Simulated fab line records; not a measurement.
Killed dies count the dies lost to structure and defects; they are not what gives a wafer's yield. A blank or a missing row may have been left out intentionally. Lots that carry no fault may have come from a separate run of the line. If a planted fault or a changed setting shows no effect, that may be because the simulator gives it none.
fab line records / flow nandHarc
record lots=6 wafers=18 lastDay=23
route steps=1159 shown A_ONON_D1@447 A_CHANNEL_HOLE_D1@450 END@1159
lots that met no fault: from a run of the same line without faults
startH: start of the lot's first displayed wafer, in hours after the record's first day / waitH: how many hours have passed since the lot's step before this one / " the same as in the row above / L1.1+2: a single row standing in for several wafers / - value missing, or start not given / * or withheld: withheld / < > ~ a bound
route shown NAME@n: names a module that has steps shown in the file, with the first one's number in the route / usual: average and standard deviation across the fault-free wafers / same: alike in all rows / chamber/n: place in a boat / sites: per-site readings / _std_site: standard deviation of those values / _edge_site: outer sites' mean less inner sites' / radiusMm: how far each site lies from the wafer's centre / mask NAME#n: copy n / behind: the last tool/chamber to shape the wafer / hold: what put the lot on hold/how long, in hours/how the hold closed / device: the transistor (n, p or np) that didn't switch / end of line: the same wafers' tests at the end of the route / a step without rows: its recipe alone / killed: the dies lost at the first sort to structure and to defects; this is not the yield of the wafer / map: shows each die of a wafer: x if killed, . if not, _ if none is there
set.NAME: the setting as run; set.NAME@STEP: as run at that earlier step / model.NAME: the simulator's own value behind a step, which no gauge read
lots at selected steps of the route; one table per step, one row per wafer
services: the hour from which a tool's chamber was out of use, counted from the record's first day as startH (under 0 if before that day), plus the number of hours and why
## steps
# step NHARC_A_ONON_D1_THK_MEAS_34
# recipe thkMeasGauge=ellipsometry
# usual thkNm=200.2/3
lot.wafer=L693.2 tool=filmMetro-01 chamber=- startH=211.14 waitH=- thkNm=193.6
lot.wafer=L693.3 tool=filmMetro-01 chamber=- startH=211.14 waitH=- thkNm=193.0
lot.wafer=L693.4 tool=filmMetro-01 chamber=- startH=211.14 waitH=- thkNm=199.6
lot.wafer=L695.1 tool=filmMetro-02 chamber=- startH=217.60 waitH=- thkNm=199.3
lot.wafer=L695.3 tool=filmMetro-02 chamber=- startH=217.60 waitH=- thkNm=196.4
lot.wafer=L695.6 tool=filmMetro-02 chamber=- startH=217.60 waitH=- thkNm=203.3
lot.wafer=L692.3 tool=filmMetro-01 chamber=- startH=217.76 waitH=- thkNm=194.2
lot.wafer=L692.4 tool=filmMetro-01 chamber=- startH=217.76 waitH=- thkNm=200.2
lot.wafer=L692.5 tool=filmMetro-01 chamber=- startH=217.76 waitH=- thkNm=202.6
lot.wafer=L696.2 tool=filmMetro-01 chamber=- startH=218.03 waitH=- thkNm=197.8
lot.wafer=L696.3 tool=filmMetro-01 chamber=- startH=218.03 waitH=- thkNm=197.0
lot.wafer=L696.5 tool=filmMetro-01 chamber=- startH=218.03 waitH=- thkNm=203.9
lot.wafer=L701.2 tool=filmMetro-01 chamber=- startH=241.91 waitH=- thkNm=196.3
lot.wafer=L701.5 tool=filmMetro-01 chamber=- startH=241.91 waitH=- thkNm=201.1
lot.wafer=L701.6 tool=filmMetro-01 chamber=- startH=241.91 waitH=- thkNm=202.6
lot.wafer=L707.3 tool=filmMetro-01 chamber=- startH=288.41 waitH=- thkNm=201.1
lot.wafer=L707.4 tool=filmMetro-01 chamber=- startH=288.41 waitH=- thkNm=203.4
lot.wafer=L707.6 tool=filmMetro-01 chamber=- startH=288.41 waitH=- thkNm=205.8
# step NHARC_A_ONON_D1_INSPECT_32
# usual rawDefectCount=75/25
lot.wafer=L693.2 tool=defectInspect-01 chamber=- startH=211.23 waitH=0.0 rawDefectCount=107
lot.wafer=L693.3 tool=defectInspect-01 chamber=- startH=211.23 waitH=0.0 rawDefectCount=62
lot.wafer=L693.4 tool=defectInspect-01 chamber=- startH=211.23 waitH=0.0 rawDefectCount=83
lot.wafer=L695.1 tool=defectInspect-01 chamber=- startH=217.66 waitH=0.0 rawDefectCount=85
lot.wafer=L695.3 tool=defectInspect-01 chamber=- startH=217.66 waitH=0.0 rawDefectCount=66
lot.wafer=L695.6 tool=defectInspect-01 chamber=- startH=217.66 waitH=0.0 rawDefectCount=97
lot.wafer=L692.3 tool=defectInspect-01 chamber=- startH=217.83 waitH=0.0 rawDefectCount=68
lot.wafer=L692.4 tool=defectInspect-01 chamber=- startH=217.83 waitH=0.0 rawDefectCount=53
lot.wafer=L692.5 tool=defectInspect-01 chamber=- startH=217.83 waitH=0.0 rawDefectCount=45
lot.wafer=L696.2 tool=defectInspect-01 chamber=- startH=218.11 waitH=0.0 rawDefectCount=99
lot.wafer=L696.3 tool=defectInspect-01 chamber=- startH=218.11 waitH=0.0 rawDefectCount=77
lot.wafer=L696.5 tool=defectInspect-01 chamber=- startH=218.11 waitH=0.0 rawDefectCount=91
lot.wafer=L701.2 tool=defectInspect-02 chamber=- startH=242.00 waitH=0.0 rawDefectCount=94
lot.wafer=L701.5 tool=defectInspect-02 chamber=- startH=242.00 waitH=0.0 rawDefectCount=83
lot.wafer=L701.6 tool=defectInspect-02 chamber=- startH=242.00 waitH=0.0 rawDefectCount=69
lot.wafer=L707.3 tool=defectInspect-02 chamber=- startH=288.49 waitH=0.0 rawDefectCount=73
lot.wafer=L707.4 tool=defectInspect-02 chamber=- startH=288.49 waitH=0.0 rawDefectCount=63
lot.wafer=L707.6 tool=defectInspect-02 chamber=- startH=288.49 waitH=0.0 rawDefectCount=71
# step NHARC_A_CHANNEL_HOLE_D1_DEP_00
# recipe targetThkA=31000 tempC=400 material=aC
# usual throttleValvePct=35.001/0.0088
lot.wafer=L693.2 tool=aclDep-03 chamber=0 startH=211.62 waitH=0.4 throttleValvePct=35.003
lot.wafer=L693.3 tool=aclDep-03 chamber=0 startH=211.62 waitH=0.4 throttleValvePct=34.974
lot.wafer=L693.4 tool=aclDep-03 chamber=0 startH=211.62 waitH=0.4 throttleValvePct=35.003
lot.wafer=L695.1 tool=aclDep-02 chamber=0 startH=217.73 waitH=0.1 throttleValvePct=34.990
lot.wafer=L695.3 tool=aclDep-02 chamber=0 startH=217.73 waitH=0.1 throttleValvePct=34.994
lot.wafer=L695.6 tool=aclDep-02 chamber=0 startH=217.73 waitH=0.1 throttleValvePct=35.019
lot.wafer=L692.3 tool=aclDep-01 chamber=0 startH=219.03 waitH=1.2 throttleValvePct=35.000
lot.wafer=L692.4 tool=aclDep-01 chamber=0 startH=219.03 waitH=1.2 throttleValvePct=35.001
lot.wafer=L692.5 tool=aclDep-01 chamber=0 startH=219.03 waitH=1.2 throttleValvePct=34.989
lot.wafer=L696.2 tool=aclDep-01 chamber=0 startH=220.63 waitH=2.5 throttleValvePct=35.004
lot.wafer=L696.3 tool=aclDep-01 chamber=0 startH=220.63 waitH=2.5 throttleValvePct=34.999
lot.wafer=L696.5 tool=aclDep-01 chamber=0 startH=220.63 waitH=2.5 throttleValvePct=35.013
lot.wafer=L701.2 tool=aclDep-02 chamber=0 startH=242.97 waitH=1.0 throttleValvePct=34.993
lot.wafer=L701.5 tool=aclDep-02 chamber=0 startH=242.97 waitH=1.0 throttleValvePct=35.000
lot.wafer=L701.6 tool=aclDep-02 chamber=0 startH=242.97 waitH=1.0 throttleValvePct=34.978
lot.wafer=L707.3 tool=aclDep-01 chamber=0 startH=289.93 waitH=1.4 throttleValvePct=34.975
lot.wafer=L707.4 tool=aclDep-01 chamber=0 startH=289.93 waitH=1.4 throttleValvePct=34.998
lot.wafer=L707.6 tool=aclDep-01 chamber=0 startH=289.93 waitH=1.4 throttleValvePct=34.999
# step NHARC_A_CHANNEL_HOLE_D1_DEP_01
# recipe targetThkA=1400 targetThkNm=140 tempC=400 pressureTorr=3.5 flowSccm=200 rfW=350 material=SiON
# usual chamberPressureTorr=3.501/0.0074 heaterPowerW=760/110
lot.wafer=L693.3 tool=pecvd-02 chamber=1 startH=213.24 waitH=1.0 chamberPressureTorr=3.503 heaterPowerW=940 sinceWetCleanH=47
lot.wafer=L693.2 tool=pecvd-02 chamber=2 startH=213.24 waitH=1.0 chamberPressureTorr=3.506 heaterPowerW=608 sinceWetCleanH=47
lot.wafer=L693.4 tool=pecvd-02 chamber=1 startH=213.24 waitH=1.0 chamberPressureTorr=3.503 heaterPowerW=912 sinceWetCleanH=-
lot.wafer=L695.1 tool=pecvd-04 chamber=1 startH=219.70 waitH=1.7 chamberPressureTorr=3.508 heaterPowerW=853 sinceWetCleanH=12
lot.wafer=L695.3 tool=pecvd-04 chamber=2 startH=219.70 waitH=1.7 chamberPressureTorr=3.489 heaterPowerW=762 sinceWetCleanH=12
lot.wafer=L695.6 tool=pecvd-04 chamber=2 startH=219.70 waitH=1.7 chamberPressureTorr=3.492 heaterPowerW=772 sinceWetCleanH=-
lot.wafer=L692.3 tool=pecvd-04 chamber=1 startH=220.34 waitH=1.0 chamberPressureTorr=3.507 heaterPowerW=850 sinceWetCleanH=12
lot.wafer=L692.4 tool=pecvd-04 chamber=1 startH=220.34 waitH=1.0 chamberPressureTorr=3.503 heaterPowerW=842 sinceWetCleanH=-
lot.wafer=L692.5 tool=pecvd-04 chamber=0 startH=220.34 waitH=1.0 chamberPressureTorr=3.500 heaterPowerW=545 sinceWetCleanH=-
lot.wafer=L696.3 tool=pecvd-04 chamber=0 startH=222.25 waitH=1.0 chamberPressureTorr=3.489 heaterPowerW=662 sinceWetCleanH=14
lot.wafer=L696.2 tool=pecvd-04 chamber=1 startH=222.25 waitH=1.0 chamberPressureTorr=3.498 heaterPowerW=759 sinceWetCleanH=14
lot.wafer=L696.5 tool=pecvd-04 chamber=2 startH=222.25 waitH=1.0 chamberPressureTorr=3.489 heaterPowerW=763 sinceWetCleanH=-
lot.wafer=L701.2 tool=pecvd-03 chamber=1 startH=244.63 waitH=1.3 chamberPressureTorr=3.492 heaterPowerW=752 sinceWetCleanH=121
lot.wafer=L701.6 tool=pecvd-03 chamber=2 startH=244.63 waitH=1.3 chamberPressureTorr=3.494 heaterPowerW=725 sinceWetCleanH=-
lot.wafer=L701.5 tool=pecvd-03 chamber=0 startH=244.63 waitH=1.3 chamberPressureTorr=3.506 heaterPowerW=956 sinceWetCleanH=-
lot.wafer=L707.3 tool=pecvd-04 chamber=0 startH=291.25 waitH=1.0 chamberPressureTorr=3.497 heaterPowerW=628 sinceWetCleanH=83
lot.wafer=L707.6 tool=pecvd-04 chamber=0 startH=291.25 waitH=1.0 chamberPressureTorr=3.504 heaterPowerW=640 sinceWetCleanH=-
lot.wafer=L707.4 tool=pecvd-04 chamber=2 startH=291.25 waitH=1.0 chamberPressureTorr=3.509 heaterPowerW=819 sinceWetCleanH=-
# step NHARC_A_CHANNEL_HOLE_D1_DEHYDRATE_02
# recipe tempC=150 timeS=120
# step NHARC_A_CHANNEL_HOLE_D1_HMDS_03
# recipe timeS=30
# step NHARC_A_CHANNEL_HOLE_D1_COAT_36
# recipe tempC=260 timeS=75
# step NHARC_A_CHANNEL_HOLE_D1_COAT_37
# recipe tempC=225 timeS=65
# step NHARC_A_CHANNEL_HOLE_D1_COAT_04
# recipe spinRpm=1500 resistThkNm=90
# step NHARC_A_CHANNEL_HOLE_D1_SOFTBAKE_05
# recipe tempC=105 timeS=55
# step NHARC_A_CHANNEL_HOLE_D1_EBR_06
# step NHARC_A_CHANNEL_HOLE_D1_EXPOSE_07
# recipe na=1.35 targetCdNm=100 sigmaOuter=0.3 doseMj=59.65 maskId=HOLE_D1
lot.wafer=L693.2+3+4 tool=arfiScanner-03 chamber=0 startH=213.83 waitH=- mask=HOLE_D1#0 model.A_CHANNEL_HOLE_D1.overlayXNm=-1.046
lot.wafer=L695.1+3+6 tool=arfiScanner-02 chamber=0 startH=220.39 waitH=- mask=HOLE_D1#0 model.A_CHANNEL_HOLE_D1.overlayXNm=1.181
lot.wafer=L692.3+4+5 tool=arfiScanner-03 chamber=0 startH=220.93 waitH=- mask=HOLE_D1#0 model.A_CHANNEL_HOLE_D1.overlayXNm=0.7559
lot.wafer=L696.2+3+5 tool=arfiScanner-03 chamber=0 startH=222.71 waitH=- mask=HOLE_D1#0 model.A_CHANNEL_HOLE_D1.overlayXNm=1.748
lot.wafer=L701.2+5+6 tool=arfiScanner-02 chamber=0 startH=245.03 waitH=- mask=HOLE_D1#0 model.A_CHANNEL_HOLE_D1.overlayXNm=-0.2076
lot.wafer=L707.3+4+6 tool=arfiScanner-01 chamber=0 startH=291.71 waitH=- mask=HOLE_D1#0 model.A_CHANNEL_HOLE_D1.overlayXNm=-0.3589
# step NHARC_A_CHANNEL_HOLE_D1_PEB_08
# recipe pebTempC=100 pebTimeS=65
# step NHARC_END_SORT_01
# recipe tempC=25
# usual killedAtArray=26/10 killedAtOther=0.8/1.1 killedAtPeriphery=3.3/2.6 killedDies=30/11 killedOpen=3.4/1.8 killedShort=2.0/1.3
# same grossDies=677
lot.wafer=L693.2 tool=prober-02 chamber=0 startH=481.85 waitH=2.7 killedAtArray=46 killedAtOther=1 killedAtPeriphery=1 killedDies=48 killedOpen=3 killedShort=2
lot.wafer=L693.3 tool=prober-02 chamber=0 startH=482.64 waitH=3.0 killedAtArray=41 killedAtOther=0 killedAtPeriphery=4 killedDies=45 killedOpen=5 killedShort=5
lot.wafer=L693.4 tool=prober-02 chamber=0 startH=483.43 waitH=3.4 killedAtArray=37 killedAtOther=1 killedAtPeriphery=1 killedDies=39 killedOpen=1 killedShort=2
# killed by level:class
L693.2 A_SLIT:chamberFilmFlake=19 A_STAIRCASE:chamberFilmFlake=11 A_CHANNEL_HOLE_D1:chamberFilmFlake=9 A_CHANNEL_FILL_D1:geometricParticle:open=2 A_ONON_D1:geometricParticle:short=1 A_ONON_D1:geometricParticle:open=1 A_SGD_CUT:geometricParticle:short=1 P_M2:chamberFilmFlake=1
L693.3 A_SLIT:chamberFilmFlake=12 A_CHANNEL_HOLE_D1:chamberFilmFlake=9 A_STAIRCASE:chamberFilmFlake=8 A_CHANNEL_FILL_D1:geometricParticle:open=3 A_CONTACT:chamberFilmFlake=3 A_SGD_CUT:geometricParticle:short=2 A_CONTACT:geometricParticle:short=2 P_M2:chamberFilmFlake=2
L693.4 A_SLIT:chamberFilmFlake=15 A_CHANNEL_HOLE_D1:chamberFilmFlake=10 A_ZERO_WELL:chamberFilmFlake=4 A_STAIRCASE:chamberFilmFlake=4 P_M0:geometricParticle:open=1 A_ONON_D1:geometricParticle:short=1 A_WL_FILL:geometricParticle:short=1 A_WL_FILL:chamberFilmFlake=1
## services
tool=pecvd-04 chamber=- startH=195.12 hours=13.0 kind=pm
tool=pecvd-04 chamber=0 startH=195.12 hours=13.0 kind=ventCycle
tool=pecvd-04 chamber=1 startH=195.12 hours=13.0 kind=ventCycle
tool=pecvd-04 chamber=2 startH=195.12 hours=13.0 kind=ventCycle
tool=arfiScanner-01 chamber=- startH=196.00 hours=4.0 kind=pm
tool=pecvd-04 chamber=0 startH=208.12 hours=- kind=clean
tool=pecvd-04 chamber=1 startH=208.12 hours=- kind=clean
tool=pecvd-04 chamber=2 startH=208.12 hours=- kind=clean
tool=aclDep-03 chamber=- startH=225.40 hours=13.0 kind=pm
tool=arfiScanner-02 chamber=- startH=239.44 hours=0.3 kind=repair
tool=arfiScanner-02 chamber=- startH=256.00 hours=4.0 kind=pm
tool=arfiScanner-03 chamber=- startH=291.67 hours=4.4 kind=repair
## key
firstSign none at tools or gauges
modelEffect step=NHARC_A_CHANNEL_HOLE_D1_EXPOSE_07 value=A_CHANNEL_HOLE_D1.overlayXNm without=-0.2276 struck=1.252
metAt NHARC_A_CHANNEL_HOLE_D1_EXPOSE_07
struckWafers L692.3,L692.4,L692.5,L696.2,L696.3,L696.5
testerLeftOut L692,L696
onsetBetween 213.83 220.93
fault kind=scannerMatchingOverlay tool=arfiScanner-03 chamber=- onsetH=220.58 steps=NHARC_A_CHANNEL_HOLE_D1_EXPOSE_07 offset=1.4797
# testerLeftOut: of these lots the tester's yield and bins aren't shown, on N5 and GAA mostly nor the transistor test; their killed dies are dies lost to structure and defects alone, not to doping, threshold or leakage, so they don't give the yield
